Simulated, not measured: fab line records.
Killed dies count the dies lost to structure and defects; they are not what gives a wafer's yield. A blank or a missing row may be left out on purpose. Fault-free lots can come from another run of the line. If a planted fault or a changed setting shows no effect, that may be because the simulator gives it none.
fab line records	flow nandHarc
[record] lots = 14	wafers = 42	lastDay = 34
route steps=1302 shown A_STAIRCASE@705
lots untouched by any fault: they come from a run of this same line in which no faults occurred
startH: hours from the record's first day to the start of the lot's first wafer shown	waitH: hours elapsed since this lot's preceding step	" as in the row above	L1.1+2: a row that stands for several wafers	- no value, or no start given	* or withheld: withheld	< > ~ a bound
route shown NAME@n: names a module that has steps shown in the file, with the first one's number in the route	usual: mean/standard deviation taken from wafers without a fault	same: alike in all rows	chamber/n: place in a boat	sites: readings site by site	_std_site: the standard deviation of these	_edge_site: inner sites' mean taken away from outer sites' mean	radiusMm: for every site, how far away it sits from the centre of the wafer	mask NAME#n: copy n	behind: the most recent tool/chamber to have shaped the wafer	hold: what put the lot on hold/how long, in hours/how the hold closed	device: transistor that didn't switch, given as n, p or np	end of line: the tests these same wafers got at the end of their route	a step with no rows: only its recipe	killed: the dies lost at the first sort to structure and to defects; this is not the yield of the wafer	map: shows each die of a wafer: x if killed, . if not, _ if none is there
set.NAME: the run value of the setting; set.NAME@STEP: its run value at that earlier step	model.NAME: the simulator's own value behind a step, which no gauge read
the route's steps for a sample of lots (tables are steps, rows are wafers)
services: from which hour (startH, from the record's first day; less than 0 if before it) a tool's chamber was out of use, for how many hours, and why
[[steps]]
[step NHARC_A_STAIRCASE_TRIM_191]
[recipe] timeS = 211.2	o2FlowSccm = 500	arFlowSccm = 0	biasW = 0	chemistry = O2
[usual] drypumpMotorCurrentA = 5.68/0.28	oesProductAu = 0.998/0.0079	rfVppV = 57.6/1	showerheadPlenumPTorr = 3.47/0.17	throttleValvePct = 17.036/0.0092
lot.wafer	tool	chamber	startH	waitH	drypumpMotorCurrentA	oesProductAu	rfHoursCounterH	rfVppV	showerheadPlenumPTorr	throttleValvePct
L767.1	rieDiel-09	0	-	-	5.32	1.005	8	57.3	3.28	17.032
L767.2	"	2	"	"	5.80	0.996	6	58.5	3.61	17.027
L767.6	"	0	"	"	5.31	0.997	-	57.1	3.28	17.036
L769.1	rieDiel-09	1	-	-	5.44	0.993	14	55.3	3.63	17.039
L769.2	"	0	"	"	5.32	1.005	17	57.9	3.28	17.036
L769.6	"	2	"	"	5.83	0.994	-	58.3	3.61	17.049
L770.2	rieDiel-09	0	-	-	5.31	0.989	26	58.1	3.27	17.032
L770.4	"	1	"	"	5.45	0.987	23	58.2	3.63	17.026
L770.3	"	2	"	"	5.83	0.984	19	58.9	3.60	17.053
L772.4	rieDiel-09	2	-	-	5.87	0.995	32	55.7	3.60	17.043
L772.5	"	0	"	"	5.29	1.003	-	56.6	3.27	17.039
L772.6	"	1	"	"	5.47	1.000	-	57.9	3.62	17.032
L780.1	rieDiel-05	0	-	-	5.57	0.998	22	57.3	3.33	17.030
L780.6	"	2	"	"	6.07	0.998	-	57.9	3.59	17.042
L780.5	"	3	"	"	6.05	0.999	-	59.0	3.56	17.046
L781.2	rieDiel-11	1	-	-	5.46	1.009	21	57.3	3.33	17.040
L781.3	"	0	"	"	5.95	0.984	22	58.1	3.31	17.029
L781.6	"	1	"	"	5.46	1.005	-	57.4	3.33	17.029
L782.4	rieDiel-11	3	-	-	5.69	0.994	22	58.1	3.46	17.034
L782.3	"	2	"	"	6.09	1.003	21	59.0	3.80	17.047
L782.5	"	0	"	"	5.97	0.979	-	56.3	3.31	17.033
L784.4	rieDiel-09	1	-	-	5.47	0.998	6	57.7	3.60	17.027
L784.1	"	2	"	"	5.85	1.001	9	56.8	3.57	17.035
L784.6	"	0	"	"	5.31	1.003	-	59.2	3.80	17.039
L785.4	rieDiel-11	3	-	-	5.68	0.990	32	55.6	3.46	17.031
L785.1	"	1	"	"	5.47	1.011	35	56.5	3.32	17.038
L785.3	"	2	"	"	6.06	1.012	31	59.5	3.79	17.027
L787.2	rieDiel-05	1	-	-	5.80	0.992	45	56.1	3.31	17.044
L787.6	"	2	"	"	6.09	0.998	-	56.7	3.58	17.038
L787.5	"	3	"	"	6.04	0.994	-	57.0	3.54	17.037
L786.4	rieDiel-09	0	-	-	5.32	0.989	12	56.5	3.80	17.015
L786.3	"	1	"	"	5.43	0.998	14	58.4	3.60	17.023
L786.1	"	2	"	"	5.85	0.999	17	58.0	3.57	17.029
L789.4	rieDiel-05	1	-	-	5.80	0.988	50	56.3	3.30	17.037
L789.3	"	2	"	"	6.08	0.997	45	58.6	3.58	17.047
L789.6	"	2	"	"	6.07	1.000	-	58.4	3.58	17.030
L788.2	rieDiel-11	3	-	-	5.69	0.997	43	56.4	3.45	17.051
L788.3	"	0	"	"	5.94	1.006	43	56.9	3.30	17.021
L788.1	"	1	"	"	5.46	1.008	46	56.6	3.31	17.052
L790.2	rieDiel-11	3	-	-	5.67	0.993	50	55.7	3.45	17.028
L790.3	"	0	"	"	5.96	0.986	48	56.9	3.30	17.037
L790.4	"	1	"	"	5.48	1.004	52	58.3	3.31	17.043
[step NHARC_A_STAIRCASE_ETCH_192]
[recipe] targetDepthA = 1000	timeS = 40.5	ionEnergyEv = 400	c4f8FlowSccm = 20	o2FlowSccm = 10	arFlowSccm = withheld	rfW = 600	biasW = 1000	chemistry = C4F8/O2
[usual] oesProductAu = 0.939/0.011	rfVppV = 893/6.2	runLengthS = 61.9/0.48
lot.wafer	tool	chamber	startH	waitH	oesProductAu	rfHoursCounterH	rfVppV	runLengthS
L767.2	rieDiel-09	0	-	-	0.939	8	886	61.9
L767.1	"	3	"	"	0.938	6	889	62.3
L767.6	"	0	"	"	0.938	-	887	61.9
L769.2	rieDiel-09	3	-	-	0.927	15	887	62.4
L769.1	"	2	"	"	0.929	13	900	61.7
L769.6	"	3	"	"	0.931	-	888	62.3
L770.4	rieDiel-09	2	-	-	0.932	19	899	62.0
L770.3	"	3	"	"	0.935	22	888	62.5
L770.2	"	0	"	"	0.933	26	888	61.8
L772.4	rieDiel-09	2	-	-	0.952	32	898	62.1
L772.5	"	3	"	"	0.944	-	888	62.8
L772.6	"	0	"	"	0.946	-	886	61.7
L780.1	rieDiel-05	0	-	-	0.932	22	890	61.4
L780.6	"	0	"	"	0.936	-	888	61.6
L780.5	"	1	"	"	0.930	-	887	61.4
L781.3	rieDiel-11	1	-	-	0.935	21	889	62.6
L781.2	"	3	"	"	0.909	21	893	61.6
L781.6	"	2	"	"	0.925	-	904	60.8
L782.4	rieDiel-11	1	-	-	0.959	23	889	62.5
L782.3	"	2	"	"	0.949	21	906	60.6
L782.5	"	3	"	"	0.928	-	894	61.9
L784.1	rieDiel-09	0	-	-	0.946	6	905	62.0
L784.4	"	1	"	"	0.925	6	899	62.9
L784.6	"	3	"	"	0.960	-	905	62.4
L785.1	rieDiel-11	0	-	-	0.936	33	888	62.3
L785.3	"	1	"	"	0.955	35	890	62.3
L785.4	"	3	"	"	0.923	32	894	62.2
L787.2	rieDiel-05	3	-	-	0.944	40	897	61.8
L787.5	"	3	"	"	0.943	-	895	61.3
L787.6	"	0	"	"	0.955	-	888	61.4
L786.3	rieDiel-09	0	-	-	0.943	12	905	62.1
L786.1	"	2	"	"	0.955	17	897	61.7
L786.4	"	3	"	"	0.953	15	905	62.3
L789.3	rieDiel-05	0	-	-	0.938	47	889	61.5
L789.4	"	2	"	"	0.939	45	898	61.8
L789.6	"	0	"	"	0.942	-	889	62.1
L788.1	rieDiel-11	2	-	-	0.944	43	906	60.9
L788.3	"	3	"	"	0.929	43	892	61.6
L788.2	"	0	"	"	0.919	43	888	62.0
L790.4	rieDiel-11	2	-	-	0.961	50	903	60.8
L790.3	"	3	"	"	0.938	50	893	62.1
L790.2	"	1	"	"	0.953	52	889	62.0
[step NHARC_A_STAIRCASE_ETCH_194]
[recipe] targetDepthA = 1000	timeS = 40.5	ionEnergyEv = 400	c4f8FlowSccm = 20	o2FlowSccm = 10	arFlowSccm = withheld	rfW = 600	biasW = 1000	chemistry = C4F8/O2
[usual] oesProductAu = 0.941/0.011	rfVppV = 893/6.3	runLengthS = 61.9/0.48
lot.wafer	tool	chamber	startH	waitH	oesProductAu	rfHoursCounterH	rfVppV	runLengthS
L767.1	rieDiel-09	1	346.61	-	0.923	8	901	62.8
L767.2	"	3	"	"	0.924	6	886	62.5
L767.6	"	1	"	"	0.921	-	900	62.4
L769.1	rieDiel-09	2	365.82	-	0.955	13	899	61.8
L769.2	"	1	"	"	0.939	15	900	62.2
L769.6	"	3	"	"	0.939	-	886	62.2
L770.3	rieDiel-09	3	387.61	-	0.944	22	889	52.8
L770.4	"	0	"	"	0.954	26	887	52.1
L770.2	"	1	"	"	0.940	23	899	52.8
L772.4	rieDiel-09	1	410.82	-	0.934	34	899	52.6
L772.5	"	3	"	"	0.944	-	887	53.0
L772.6	"	0	"	"	0.945	-	887	52.1
L780.1	rieDiel-05	1	481.48	-	0.925	23	890	61.4
L780.6	"	3	"	"	0.929	-	896	61.8
L780.5	"	0	"	"	0.933	-	888	61.5
L781.3	rieDiel-11	3	502.44	-	0.921	21	895	61.6
L781.2	"	1	"	"	0.945	21	888	61.9
L781.6	"	3	"	"	0.928	-	892	61.8
L782.4	rieDiel-11	3	506.76	-	0.922	23	892	61.7
L782.3	"	0	"	"	0.920	23	889	61.8
L782.5	"	3	"	"	0.925	-	894	62.2
L784.4	rieDiel-09	0	531.35	-	0.933	6	906	62.5
L784.1	"	2	"	"	0.954	9	896	62.3
L784.6	"	1	"	"	0.933	-	899	62.1
L785.1	rieDiel-11	3	536.68	-	0.928	33	892	61.7
L785.4	"	1	"	"	0.954	35	886	62.2
L785.3	"	2	"	"	0.949	32	905	60.8
L787.2	rieDiel-05	0	549.82	-	0.945	43	888	62.0
L787.6	"	1	"	"	0.926	-	887	61.2
L787.5	"	2	"	"	0.937	-	896	62.0
L786.1	rieDiel-09	1	550.29	-	0.951	14	898	62.3
L786.4	"	2	"	"	0.944	17	898	61.7
L786.3	"	0	"	"	0.955	12	905	62.2
L789.4	rieDiel-05	0	567.43	-	0.951	47	889	61.5
L789.3	"	2	"	"	0.921	45	898	61.8
L789.6	"	3	"	"	0.942	-	897	61.4
L788.1	rieDiel-11	2	568.03	-	0.942	43	905	61.0
L788.3	"	3	"	"	0.925	43	894	61.6
L788.2	"	0	"	"	0.924	43	888	62.6
L790.3	rieDiel-11	0	593.64	-	0.939	49	888	62.3
L790.2	"	1	"	"	0.944	53	888	62.3
L790.4	"	3	"	"	0.951	51	893	61.6
[step NHARC_A_STAIRCASE_ETCH_201]
[recipe] targetDepthA = 1000	timeS = 40.5	ionEnergyEv = 400	c4f8FlowSccm = 20	o2FlowSccm = 10	arFlowSccm = withheld	rfW = 600	biasW = 1000	chemistry = C4F8/O2
[usual] oesProductAu = 0.941/0.012	rfVppV = 893/6.3	runLengthS = 61.8/0.49
lot.wafer	tool	chamber	startH	waitH	oesProductAu	rfHoursCounterH	rfVppV	runLengthS
L767.2	rieDiel-11	2	-	-	0.943	26	888	61.2
L767.1	"	3	"	"	0.920	26	895	61.6
L767.6	"	2	"	"	0.937	-	888	61.1
L769.2	rieDiel-09	2	-	-	0.941	13	899	62.2
L769.1	"	3	"	"	0.932	15	888	62.2
L769.6	"	1	"	"	0.943	-	899	62.1
L770.4	rieDiel-05	0	-	-	0.933	56	890	61.4
L770.3	"	1	"	"	0.945	53	888	61.3
L770.2	"	3	"	"	0.948	50	899	61.3
L772.4	rieDiel-09	2	-	-	0.937	36	898	61.8
L772.6	"	3	"	"	0.927	-	888	62.4
L772.5	"	0	"	"	0.930	-	886	61.6
L780.1	rieDiel-11	2	-	-	0.965	14	905	60.6
L780.5	"	0	"	"	0.937	-	888	62.0
L780.6	"	1	"	"	0.956	-	889	62.3
L781.3	rieDiel-05	1	-	-	0.935	29	888	61.8
L781.2	"	3	"	"	0.940	24	897	61.3
L781.6	"	0	"	"	0.934	-	889	61.6
L782.3	rieDiel-05	2	-	-	0.943	27	898	62.5
L782.4	"	0	"	"	0.931	30	890	61.7
L782.5	"	2	"	"	0.950	-	898	61.7
L784.1	rieDiel-05	3	-	-	0.941	32	898	61.6
L784.4	"	2	"	"	0.945	31	898	61.8
L784.6	"	3	"	"	0.952	-	895	61.9
L785.3	rieDiel-09	0	-	-	0.933	7	906	61.7
L785.4	"	1	"	"	0.931	7	898	62.4
L785.1	"	2	"	"	0.939	10	896	62.1
L787.2	rieDiel-05	3	-	-	0.945	40	899	61.3
L787.5	"	2	"	"	0.945	-	898	61.6
L787.6	"	3	"	"	0.940	-	898	61.3
L786.1	rieDiel-09	3	-	-	0.931	15	907	62.6
L786.4	"	0	"	"	0.926	13	906	62.0
L786.3	"	1	"	"	0.934	14	899	62.1
L789.4	rieDiel-11	1	-	-	0.928	46	888	62.0
L789.3	"	3	"	"	0.924	43	893	61.6
L789.6	"	0	"	"	0.928	-	887	62.0
L788.2	rieDiel-11	3	-	-	0.927	44	892	62.5
L788.3	"	0	"	"	0.930	43	888	62.0
L788.1	"	1	"	"	0.959	47	888	62.6
L790.3	rieDiel-11	0	-	-	0.937	49	887	61.8
L790.2	"	1	"	"	0.955	53	888	62.3
L790.4	"	2	"	"	0.954	51	905	60.8
[[services]]
tool	chamber	startH	hours	kind
rieDiel-09	2	324.89	5.0	repair
rieDiel-09	0	329.62	-	clean
rieDiel-09	1	329.62	-	clean
rieDiel-09	3	329.62	-	clean
rieDiel-11	1	344.06	5.6	repair
rieDiel-05	3	350.47	4.6	repair
rieDiel-09	0	354.12	-	clean
rieDiel-09	1	354.12	-	clean
rieDiel-09	2	354.12	-	clean
rieDiel-09	3	354.12	-	clean
rieDiel-09	0	378.62	-	clean
rieDiel-09	1	378.62	-	clean
rieDiel-09	2	378.62	-	clean
rieDiel-09	3	378.62	-	clean
rieDiel-11	3	395.85	1.2	repair
rieDiel-05	-	406.60	9.0	pm
rieDiel-11	-	435.80	9.0	pm
rieDiel-09	3	478.20	7.3	repair
rieDiel-09	-	498.49	9.0	pm
rieDiel-05	2	514.91	3.0	repair
rieDiel-05	0	554.66	1.3	repair
rieDiel-11	-	555.10	0.7	repair
rieDiel-05	-	583.74	9.0	pm
rieDiel-11	2	584.07	7.0	repair
[[key]]
[firstSign] step = NHARC_A_STAIRCASE_ETCH_194	reading = runLengthS	direction = down	sigmas = 19	usual = *	struck = *
effect none on later readings
metAt NHARC_A_STAIRCASE_ETCH_194
struckLots L770,L772
sortLeftOut L770.2,L770.3,L770.4,L772.4,L772.5,L772.6
testerLeftOut L770,L772
notActingAt NHARC_A_STAIRCASE_TRIM_191,NHARC_A_STAIRCASE_ETCH_192,NHARC_A_STAIRCASE_ETCH_201
onsetBetween 365.82 387.61
[fault] kind = processParameterDrift	tool = rieDiel-09	chamber = -	onsetH = 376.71	steps = NHARC_A_STAIRCASE_ETCH_194	channel = timeS	offset = *	shape = step	endH = 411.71	actsIn = *	stated = *
// testerLeftOut: of these lots the tester's yield and bins aren't shown, on N5 and GAA mostly nor the transistor test; their killed dies are dies lost to structure and defects alone, not to doping, threshold or leakage, so they don't give the yield
// sortLeftOut: the simulated sort isn't trusted on such a fault, so these wafers' sort isn't shown, and their yield isn't known
